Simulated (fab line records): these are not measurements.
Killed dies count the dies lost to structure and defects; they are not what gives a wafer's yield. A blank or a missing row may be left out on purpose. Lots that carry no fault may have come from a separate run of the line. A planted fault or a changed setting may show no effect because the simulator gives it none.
Which tool did it? :: flow nand-harc :: 6 lots, 18 wafers sampled, at 4 steps of a route of 1302

== WHAT EACH GAUGE READ, for each wafer ==
NHARC_P_GATE_CD_MEAS_59 targets a cd of 720 nm.
lot: L239
measured: day 6 05:42
on: cd-sem-01
cd-nm (nm): 718.1 721.6 717.7

lot: L241
measured: day 7 04:10
on: cd-sem-02
cd-nm (nm): 717.0 722.2 719.1

lot: L247
measured: day 9 16:29
on: cd-sem-01
cd-nm (nm): 718.5 720.1 719.6

lot: L254
measured: day 12 16:43
on: cd-sem-01
cd-nm (nm): 719.8 720.7 721.0

lot: L256
measured: day 13 18:43
on: cd-sem-03
cd-nm (nm): 720.4 721.7 718.3

lot: L258
measured: day 14 16:27
on: cd-sem-02
cd-nm (nm): 718.9 718.7 717.7

== TOOL THAT RAN EACH LOT (tool first, then ch and the chambers of the sampled wafers, then the start) ==
lot: L239
NHARC_P_GATE_STRIP_101: rie-diel-01 ch 0,1,3, day 6 03:02
NHARC_P_GATE_STRIP_111: plasma-asher-01 ch 0,1, day 6 04:29
NHARC_P_GATE_EXPOSE_56: krf-scanner-03 ch 0, day 6 05:33

lot: L241
NHARC_P_GATE_STRIP_101: rie-diel-02 ch 0,2,3, day 7 01:32
NHARC_P_GATE_STRIP_111: plasma-asher-02 ch 0,1, day 7 02:56
NHARC_P_GATE_EXPOSE_56: krf-scanner-02 ch 0, day 7 04:01

lot: L247
NHARC_P_GATE_STRIP_101: rie-diel-07 ch 1,2,3, day 9 13:49
NHARC_P_GATE_STRIP_111: plasma-asher-02 ch 0,1, day 9 15:22
NHARC_P_GATE_EXPOSE_56: krf-scanner-03 ch 0, day 9 16:20

lot: L254
NHARC_P_GATE_STRIP_101: rie-diel-07 ch 0,3, day 12 14:10
NHARC_P_GATE_STRIP_111: plasma-asher-01 ch 0,1, day 12 15:37
NHARC_P_GATE_EXPOSE_56: krf-scanner-03 ch 0, day 12 16:33

lot: L256
NHARC_P_GATE_STRIP_101: rie-diel-02 ch 0,1, day 13 16:02
NHARC_P_GATE_STRIP_111: plasma-asher-01 ch 0,1, day 13 17:35
NHARC_P_GATE_EXPOSE_56: krf-scanner-03 ch 0, day 13 18:34

lot: L258
NHARC_P_GATE_STRIP_101: rie-diel-02 ch 0,1, day 14 13:32
NHARC_P_GATE_STRIP_111: plasma-asher-02 ch 0,1, day 14 15:22
NHARC_P_GATE_EXPOSE_56: krf-scanner-03 ch 0, day 14 16:18
- NHARC_P_GATE_STRIP_101: strips in O2, time 20 s.
- NHARC_P_GATE_STRIP_111: strips in N2/H2, time 250 s.
- NHARC_P_GATE_EXPOSE_56: exposes mask P PSD, target cd 720 nm.

== THE ANSWER, worked out from the rows above alone ==
Rule: usual is defined by the lots themselves. The widest of any qualifying gaps counts: lots, ordered by their means at a reading, are off when they make up no more than a third of the lots, leave a main group of 4 or more, and stand apart from it by 3 or more times the standard deviation of that group's means. The tables above print the reading to a certain number of digits; a main group whose means all agree to those digits is not used. A lot without any number at a reading at which 4 lots or more have one is off too. All remaining lots with rows at the step are treated as sound.
None of the lots is off at any reading shown; this tells nothing.

== WHAT HAD BEEN PUT IN BY THE SIMULATOR ==
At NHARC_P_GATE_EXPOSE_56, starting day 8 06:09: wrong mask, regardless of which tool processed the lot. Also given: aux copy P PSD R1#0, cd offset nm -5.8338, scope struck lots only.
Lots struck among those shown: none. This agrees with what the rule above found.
